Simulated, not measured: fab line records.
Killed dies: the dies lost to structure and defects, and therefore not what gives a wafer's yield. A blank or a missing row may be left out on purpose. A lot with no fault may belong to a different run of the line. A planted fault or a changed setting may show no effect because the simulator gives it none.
8D (eight disciplines) problem report, filled in by code || flow n5-finfet || the parts of the form that need people (team, actions taken, sign-off) are left out

## 1. THE ISSUE
At N5_BEOL_M11_COAT_59, spin-speed-rpm averages 1289.2 rpm over 6 wafers from 2 lots, while fault-free wafers read 1500.1 rpm, standard deviation 1.2. So: -99 or more standard deviations from the usual mean.
The step: time 60 s, resist thk 100 nm.
First observed at day 11 20:38: wafer L245.1, on litho-track-02. At this step, 12 wafers from 4 lots have a number in the record. Rule for "out" (also "out of limits"): further than 4 standard deviations from the usual mean. All remaining wafers that have a number are taken as sound.

## 2. WHAT IT IS; WHAT IT IS NOT
{"question": "which readings at this step", "is": "spin-speed-rpm", "is not": "-"}
{"question": "which lots", "is": "L245, L246", "is not": "L236, L258"}
{"question": "which wafers of those lots", "is": "all that have a number", "is not": "-"}
{"question": "read on which tools", "is": "litho-track-02", "is not": "litho-track-01"}
{"question": "when", "is": "from day 11 20:38", "is not": "up to then (3 sound wafers); but 3 sound wafers of L258 came after"}

## 3. WHAT RULES OUT EACH SUSPECT
Counting: a tool at any process step up to the reading remains a suspect when it ran all the lots that are out and ran no sound lot after the first of those.
- litho-track-02 at N5_BEOL_M11_COAT_59 (time 60 s, resist thk 100 nm): kept. Every lot that is out went through it, starting with L245 (day 11 20:38), and after that it ran no sound lot; the last sound lot it ran before then is L236 (day 9 19:24). Its own readings are out on those wafers: spin-speed-rpm.
After counting, what remains is litho-track-02 at N5_BEOL_M11_COAT_59.

## 4. THE CAUSE (what the simulator had put in)
Process parameters drifting: litho-track-02 at N5_BEOL_M11_COAT_59, beginning at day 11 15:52. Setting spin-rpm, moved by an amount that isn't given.
After counting, this tool was the only one left.

## 5. SEQUENCE OF EFFECTS, ordered by route
Each row: a reading where the mean over the struck wafers with a number is more than 3 standard deviations away from the usual. Readings are gone through only where the record gives a usual standard deviation; hours: the median, over the lots, of the time from a lot's start at the first step in this table giving one to that lot's start at this step; sigmas: the change measured in usual standard deviations.
{"hours": 0, "step": "N5_BEOL_M11_COAT_59", "reading": "spin-speed-rpm", "usual": "1500.1 rpm", "on struck wafers": 1289.2, "change": -210.9, "sigmas": "-99 or more"}
Process steps it contains:
- N5_BEOL_M11_COAT_59: time 60 s, resist thk 100 nm.

## 6. HOW IT WOULD HAVE BEEN CAUGHT EARLIER
In this record no reading fell out of limits until day 11 20:38, 5 hours after the fault had begun at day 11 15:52.
